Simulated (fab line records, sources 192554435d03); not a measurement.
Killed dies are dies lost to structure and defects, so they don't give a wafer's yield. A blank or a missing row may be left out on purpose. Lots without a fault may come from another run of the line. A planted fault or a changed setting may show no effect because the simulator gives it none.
Chamber matching | flow n5_finfet | N5_BEOL_M7_PECVD_70 on pecvd-04: 3 sister chambers
The step deposits SiO2 from TEOS/O2, target thk 20 nm, time 22.7 s. 18 wafers are shown with their chamber, then 9 later ones without.

WAFERS WITH THEIR CHAMBER
wafer  | chamber | showerhead_plenum_p_Torr (Torr) | throttle_valve_pct (%) | heater_power_w (W)
L074.3 | 0       | 8.84                            | 24.7                   | 760
L074.5 | 2       | 8.83                            | 22.3                   | 716
L074.6 | 0       | 8.84                            | 24.3                   | 767
L075.2 | 1       | 8.73                            | 23.2                   | 902
L075.5 | 0       | 8.85                            | 24.3                   | 771
L075.6 | 1       | 8.75                            | 23.5                   | 913
L086.2 | 1       | 8.73                            | 23.5                   | 934
L086.4 | 1       | 8.74                            | 23.1                   | 893
L086.6 | 0       | 8.83                            | 24.7                   | 777
L088.1 | 0       | 8.84                            | 24.7                   | 677
L088.2 | 1       | 8.74                            | 23.3                   | 945
L088.3 | 1       | 8.73                            | 23.6                   | 929
L091.3 | 2       | 8.82                            | 21.5                   | 696
L091.4 | 0       | 8.84                            | 24.6                   | 717
L091.6 | 2       | 8.80                            | 21.4                   | 701
L090.2 | 1       | 8.75                            | 23.4                   | 848
L090.3 | 0       | 8.85                            | 24.7                   | 764
L090.5 | 0       | 8.85                            | 24.4                   | 759

SIGNATURES (means of the wafers above)
reading                  | chamber 0 | chamber 1 | chamber 2 | scatter within a chamber
showerhead_plenum_p_Torr | 8.8425    | 8.7386    | 8.8167    | 0.00932
throttle_valve_pct       | 24.550    | 23.371    | 21.733    | 0.248
heater_power_w           | 749.00    | 909.14    | 704.33    | 31.4
Rule: a wafer's distance from a chamber is the root of the sum, over the readings, of the square of ((its reading less the chamber's mean) divided by the reading's scatter). The wafer belongs to the nearest chamber; if the next one is less than 2 further off, it can't be placed. The scatter: the root of (the sum of the squares of (reading less its chamber's mean) over the shown wafers, divided by (wafers less chambers)).

WAFERS WITHOUT THEIR CHAMBER
wafer  | showerhead_plenum_p_Torr (Torr) | throttle_valve_pct (%) | heater_power_w (W)
L094.1 | 8.75                            | 23.6                   | 865
L094.2 | 8.87                            | 24.6                   | 762
L094.3 | 8.83                            | 21.7                   | 754
L095.3 | 8.82                            | 21.7                   | 772
L095.5 | 8.84                            | 21.6                   | 758
L095.6 | 8.83                            | 24.5                   | 774
L096.2 | 8.86                            | 24.6                   | 766
L096.3 | 8.74                            | 23.4                   | 931
L096.5 | 8.76                            | 23.5                   | 954

WHICH CHAMBER EACH WENT THROUGH
wafer  | from the rows above | in truth
L094.1 | 1                   | 1
L094.2 | 0                   | 0
L094.3 | 2                   | 2
L095.3 | 2                   | 2
L095.5 | 2                   | 2
L095.6 | 0                   | 0
L096.2 | 0                   | 0
L096.3 | 1                   | 1
L096.5 | 1                   | 1
Placed correctly: 9 of 9. Can't be placed from these rows: 0. Placed wrongly: 0.
